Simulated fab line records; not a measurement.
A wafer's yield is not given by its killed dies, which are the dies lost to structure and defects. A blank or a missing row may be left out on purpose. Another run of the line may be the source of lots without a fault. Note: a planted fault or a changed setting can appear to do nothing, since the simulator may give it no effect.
Split-lot study + flow n5_finfet + on a route of 1938 steps: 7 lots, 26 wafers read

## SPLIT DETAILS
At N5_BEOL_M7_TRENCH_ETCH_37 (etches SiCOH lowk in C4F6/O2, target depth 93.478 nm, time 31.2 s), the setting time_s was moved away from the recipe's 31.2 s on 5 of the 26 wafers read, by +38.4% to +39.0%. All remaining wafers had this setting at the recipe value.

## FROM THE SPLIT TO THE READING: what the file shows between them, 11 steps
- N5_BEOL_M7_ETCH_41: etches SiCN in CH3F/O2, target depth 31.9 nm, time 57.8 s
- N5_BEOL_M7_STRIP_80: strips in N2/H2, time 10 s
- N5_BEOL_M7_OCD_MEAS_38
- N5_BEOL_M7_HM_STRIP_39: strips TiN in peroxide tin strip, target depth 25 nm, time 158 s
- N5_BEOL_M7_SRD_40: time 30 s
- N5_BEOL_M7_ECD_50: material Cu, target thk 300 nm
- N5_BEOL_M7_ANNEAL_51: time 90 s
- N5_BEOL_M7_CMP_52: polishes, stops on SiCOH lowk, t overpolish 6.9 s, target thk 80 nm
- N5_BEOL_M7_THK_MEAS_53: measures by xrf
- N5_BEOL_M7_PRE_CLEAN_55: time 15 s
- N5_BEOL_M7_DEP_56: deposits SiCN from 3MS/NH3, target thk 10 nm, time 17.5 s

## THE READING
Measured at N5_BEOL_M7_RS_MEAS_57 by four-point probe: M7_RS, in ohm/sq. A value of 0.285 ohm/sq with a standard deviation of 0.0095 ohm/sq is what fault-free wafers of this fab line usually give.

| wafer  | tool, chamber at the split | time_s as run, s | against the recipe | M7_RS, ohm/sq | against lot-mates on the recipe |
|--------|----------------------------|------------------|--------------------|---------------|---------------------------------|
| L075.2 | rie_diel-02, 0             | 43.36            | +39.0%             | 0.187         | -0.087                          |
| L075.3 | rie_diel-02, 1             | 43.36            | +39.0%             | 0.183         | -0.091                          |
| L075.4 | rie_diel-02, 2             | 31.2             | recipe             | 0.274         | -                               |
| L079.1 | rie_diel-05, 2             | 31.2             | recipe             | 0.288         | -                               |
| L079.2 | rie_diel-05, 0             | 31.2             | recipe             | 0.266         | -                               |
| L079.4 | rie_diel-05, 0             | 31.2             | recipe             | 0.277         | -                               |
| L087.1 | rie_diel-05, 1             | 31.2             | recipe             | 0.295         | -                               |
| L087.6 | rie_diel-05, 0             | 31.2             | recipe             | 0.273         | -                               |
| L088.1 | rie_diel-02, 1             | 31.2             | recipe             | 0.274         | -                               |
| L088.2 | rie_diel-02, 0             | 31.2             | recipe             | 0.287         | -                               |
| L088.3 | rie_diel-02, 2             | 43.18            | +38.4%             | 0.181         | -0.097                          |
| L088.4 | rie_diel-02, 3,2           | 43.18            | +38.4%             | 0.185         | -0.093                          |
| L088.5 | rie_diel-02, 1             | 31.2             | recipe             | 0.274         | -                               |
| L088.6 | rie_diel-02, 3,2           | 43.18            | +38.4%             | 0.183         | -0.095                          |
| L090.3 | rie_diel-02, 2             | 31.2             | recipe             | 0.290         | -                               |
| L090.4 | rie_diel-02, 1             | 31.2             | recipe             | 0.282         | -                               |
| L090.5 | rie_diel-02, 0             | 31.2             | recipe             | 0.289         | -                               |
| L091.1 | rie_diel-04, 2             | 31.2             | recipe             | 0.268         | -                               |
| L091.2 | rie_diel-04, 3             | 31.2             | recipe             | 0.275         | -                               |
| L091.3 | rie_diel-04, 0             | 31.2             | recipe             | 0.277         | -                               |
| L091.4 | rie_diel-04, 1             | 31.2             | recipe             | 0.304         | -                               |
| L091.5 | rie_diel-04, 2             | 31.2             | recipe             | 0.274         | -                               |
| L091.6 | rie_diel-04, 3             | 31.2             | recipe             | 0.282         | -                               |
| L095.2 | rie_diel-02, 2             | 31.2             | recipe             | 0.282         | -                               |
| L095.4 | rie_diel-02, 3             | 31.2             | recipe             | 0.275         | -                               |
| L095.6 | rie_diel-02, 0             | 31.2             | recipe             | 0.293         | -                               |
When a row names more than one chamber, that row covers several wafers, and the file does not tell which wafer ran in which chamber.

FIT RESULTS
A straight line over all 26 wafers: M7_RS changes by -0.00251 ohm/sq for each +1% of time_s; r = -0.98; the points scatter about the line by 0.0089 ohm/sq.
The same after taking each lot's own level away (the mean of its wafers on the recipe; 26 wafers): -0.0024 ohm/sq for each +1%; r = -0.98; scatter 0.0084 ohm/sq.
On that fit, the largest move of time_s shifts the reading by 0.094 ohm/sq.
From 0.2740 to 0.2870 ohm/sq: that is the span of the lots' own levels, equal to 1.4 times the standard deviation above.
Consequently the slope shifts little with the lot-to-lot level, the two slopes agreeing.
Check: with one of the wafers moved furthest among these (+39.0%) left out of the fit, the line predicts -0.0953 ohm/sq for it against its lot-mates. Against them it came out at -0.087 ohm/sq.

## THE WHOLE CHAIN: every reading that the file lists as answering this split, in the file's order
| step                      | what it does                                                        | reading                                                                          | change (the file's fit)                | r (the file's) |
|---------------------------|---------------------------------------------------------------------|----------------------------------------------------------------------------------|----------------------------------------|----------------|
| N5_BEOL_M7_TRENCH_ETCH_37 | etches SiCOH lowk in C4F6/O2, target depth 93.478 nm, time 31.2 s   | etch.depth_nm (the simulator's own value, which no gauge read)                   | +0.939 nm for each +1% of the setting  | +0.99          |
| N5_BEOL_M7_TRENCH_ETCH_37 | etches SiCOH lowk in C4F6/O2, target depth 93.478 nm, time 31.2 s   | BEOL_M7.feature_depth_nm (the simulator's own value, which no gauge read)        | +0.937 nm for each +1% of the setting  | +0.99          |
| N5_BEOL_M7_TRENCH_ETCH_37 | etches SiCOH lowk in C4F6/O2, target depth 93.478 nm, time 31.2 s   | TiN_of_BEOL_M7_HM_DEP_02.thk_nm (the simulator's own value, which no gauge read) | -0.0276 nm for each +1% of the setting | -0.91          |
| N5_BEOL_M7_OCD_MEAS_38    |                                                                     | trench_depth_nm                                                                  | +0.939 nm for each +1% of the setting  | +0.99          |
| N5_BEOL_M7_CMP_52         | polishes, stops on SiCOH lowk, t overpolish 6.9 s, target thk 80 nm | Cu_of_BEOL_M7_ECD_50.thk_nm (the simulator's own value, which no gauge read)     | +0.93 nm for each +1% of the setting   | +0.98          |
| N5_BEOL_M7_THK_MEAS_53    | measures by xrf                                                     | M7_THK                                                                           | +0.898 for each +1% of the setting     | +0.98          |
| N5_BEOL_M7_RS_MEAS_57     | measures by four-point-probe                                        | M7_RS                                                                            | -0.00242 for each +1% of the setting   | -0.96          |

## FILE'S OWN FIT
M7_RS changes by -0.00242 ohm/sq for each +1% of time_s, r = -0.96.
